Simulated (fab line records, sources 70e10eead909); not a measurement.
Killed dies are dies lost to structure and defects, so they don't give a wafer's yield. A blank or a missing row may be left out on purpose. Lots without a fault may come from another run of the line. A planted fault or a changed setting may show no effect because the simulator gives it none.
Chamber matching | flow nand_harc | NHARC_A_STAIRCASE_DESCUM_219 on rie_diel-13: 4 sister chambers
The step chemistry O2, time 3 s. 8 wafers are shown with their chamber, then 7 later ones without.

WAFERS WITH THEIR CHAMBER
wafer  | chamber | drypump_motor_current_A (A) | showerhead_plenum_p_Torr (Torr)
L076.2 | 3       | 6.3                         | 1.95
L078.1 | 2       | 5.7                         | 1.89
L078.5 | 1       | 5.3                         | 2.04
L081.2 | 0       | 5.4                         | 1.95
L081.4 | 1       | 5.3                         | 2.03
L081.6 | 0       | 5.3                         | 1.95
L089.3 | 2       | 5.7                         | 1.87
L089.4 | 3       | 6.4                         | 1.94

WAFERS WITHOUT THEIR CHAMBER
wafer  | drypump_motor_current_A (A) | showerhead_plenum_p_Torr (Torr)
L089.5 | 5.7                         | 1.87
L092.1 | 5.3                         | 2.02
L092.3 | 5.4                         | 1.94
L092.6 | 5.4                         | 2.02
L094.1 | 5.4                         | 1.94
L094.2 | 6.3                         | 1.93
L094.6 | 5.7                         | 1.87

WHICH CHAMBER EACH WENT THROUGH
wafer  | from the rows above | in truth
L089.5 | 2                   | 2
L092.1 | 1                   | 1
L092.3 | 0                   | 0
L092.6 | 1                   | 1
L094.1 | 0                   | 0
L094.2 | 3                   | 3
L094.6 | 2                   | 2
Placed correctly: 7 of 7. Can't be placed from these rows: 0. Placed wrongly: 0.
How it was worked out, from the rows above alone: a wafer's distance from a chamber is the root of the sum, over the readings, of the square of ((its reading less the chamber's mean) divided by the reading's scatter). The wafer belongs to the nearest chamber; if the next one is less than 2 further off, it can't be placed. A chamber's mean is the mean of its shown wafers. The scatter: the root of (the sum of the squares of (reading less its chamber's mean) over the shown wafers, divided by (wafers less chambers)).
